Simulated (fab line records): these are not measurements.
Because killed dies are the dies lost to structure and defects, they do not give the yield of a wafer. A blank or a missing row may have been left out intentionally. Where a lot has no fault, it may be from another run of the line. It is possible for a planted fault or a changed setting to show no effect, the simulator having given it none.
Struck lot and sound lot, side by side || flow nand-harc || 16 steps out of a route of 1302
Sound: these wafers, L659.2, L659.4, L659.5. Struck: wafer L669.2 (L669.3, L669.6, from the same lot, were not struck and are left out); the cause is given at the end.
For every step that has rows: the tool of each side, followed by ch and its chambers, followed by its first start. Under that, the readings that differ: sound wafers || struck wafers || difference of the means || sigmas: that difference in standard deviations of wafers without a fault.
alike: readings with means less than 2 such deviations apart, plus words and numbers identical on both sides. not compared: withheld readings, readings lacking a value on some wafer, bounds such as >300 that could conceal the same value, and numbers that have no deviation in the record and whose values overlap.
Wherever a step has rows on one side only, a row that says differs or no value, or a row with sigmas, the two part there. Numbers that don't overlap but have no deviation are shown without sigmas and don't part them. A reading that every wafer of one side lacks parts them only if that side has two wafers or more.

NHARC_A_ONON_D2_THK_MEAS_02: measures by ellipsometry.
  sound on film-metro-01 at day 15 02:06; struck on film-metro-01 at day 18 20:30
  alike: thk-nm
following that, 1 step holds no rows for these wafers, namely NHARC_A_ONON_D2_DEP_03 (target thickness 1000 nm).
NHARC_A_ONON_D2_THK_MEAS_05: measures by ellipsometry.
  sound on film-metro-02 at day 15 02:40; struck on film-metro-01 at day 18 21:04
  alike: thk-nm
following that, 1 step holds no rows for these wafers, namely NHARC_A_ONON_D2_DEP_06 (target thickness 1000 nm).
NHARC_A_ONON_D2_THK_MEAS_08: measures by ellipsometry.
  sound on film-metro-02 at day 15 03:14; struck on film-metro-02 at day 18 21:38
  alike: thk-nm
following that, 1 step holds no rows for these wafers, namely NHARC_A_ONON_D2_DEP_09 (target thickness 1000 nm).
NHARC_A_ONON_D2_THK_MEAS_11: measures by ellipsometry.
  sound on film-metro-02 at day 15 03:48; struck on film-metro-02 at day 18 22:13
  alike: thk-nm
following that, 1 step holds no rows for these wafers, namely NHARC_A_ONON_D2_DEP_12 (target thickness 1000 nm).
NHARC_A_ONON_D2_THK_MEAS_14: measures by ellipsometry.
  sound on film-metro-01 at day 15 04:22; struck on film-metro-02 at day 18 22:46
{"reading": "thk-nm (nm)", "sound": "984 985 985", "struck": 1010, "difference": "+25", "sigmas": "+2"}
then, 2 steps without rows for these wafers: NHARC_A_ONON_D2_ANNEAL_15 (time 3600 s); NHARC_A_ONON_D2_DEP_16 (target thk 1000 nm).
NHARC_A_ONON_D2_THK_MEAS_18: measures by ellipsometry.
  sound on film-metro-01 at day 15 12:04; struck on film-metro-01 at day 19 06:11
  alike: thk-nm
NHARC_A_ONON_D2_DEP_19: target thk 1000 nm.
  sound on pecvd-onon-04 ch 0, day 15 12:11; struck on pecvd-onon-04 ch 0, day 19 06:18
NHARC_A_ONON_D2_THK_MEAS_21: measures by ellipsometry.
  sound on film-metro-02 at day 15 12:38; struck on film-metro-02 at day 19 06:46
{"reading": "thk-nm (nm)", "sound": "1004 1002 1003", "struck": 1073, "difference": "+70", "sigmas": "+7"}
then, 2 steps without rows for these wafers: NHARC_A_ONON_D2_DEP_22 (target thk 1000 nm); NHARC_END_SORT_01.

== WHERE THEY PART ==
Earliest at NHARC_A_ONON_D2_THK_MEAS_14; latest, in this record, at NHARC_A_ONON_D2_THK_MEAS_21.

WHY: the cause the simulator had injected
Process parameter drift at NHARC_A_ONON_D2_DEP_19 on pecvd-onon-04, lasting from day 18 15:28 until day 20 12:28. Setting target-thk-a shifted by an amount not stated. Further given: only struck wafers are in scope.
